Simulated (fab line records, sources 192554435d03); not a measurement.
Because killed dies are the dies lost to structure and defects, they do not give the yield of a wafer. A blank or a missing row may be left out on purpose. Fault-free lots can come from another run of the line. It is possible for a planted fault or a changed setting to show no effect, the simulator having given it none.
Chamber matching	flow n5_finfet	N5_BEOL_M2_ILD_DEP_00 on pecvd-04: 3 sister chambers
The step deposits SiOC from DEMS/O2, target thk 79 nm, time 15.3 s. 3 wafers are shown with their chamber, then 9 later ones without.

== WAFERS PAIRED WITH THEIR CHAMBERS ==
wafer	chamber	throttle_valve_pct (%)
L087.4	2	11.0
L087.5	1	12.2
L087.6	0	14.8

== WAFERS MISSING THEIR CHAMBER ==
wafer	throttle_valve_pct (%)
L089.1	14.6
L089.2	11.3
L089.5	11.2
L091.1	14.9
L091.2	12.1
L091.5	14.6
L095.2	14.7
L095.3	11.2
L095.4	11.2

== WHICH CHAMBER EACH ONE RAN IN ==
wafer	from the rows above	in truth
L089.1	0	0
L089.2	2	2
L089.5	2	2
L091.1	0	0
L091.2	1	1
L091.5	0	0
L095.2	0	0
L095.3	2	2
L095.4	2	2
Correctly placed: 9 of 9. From these rows, 0 cannot be placed. Placed wrongly: 0.
How it was worked out, from the rows above alone: a wafer's distance from a chamber is the root of the sum, over the readings, of the square of ((its reading less the chamber's mean) divided by the reading's scatter). If the next closest chamber is less than 2 further off than the closest, the wafer can't be placed; otherwise it belongs to the closest. A chamber's mean is the mean of its shown wafers. The scatter: root of mean squared gap, hidden wafer to nearest shown wafer, with one shown wafer a chamber.
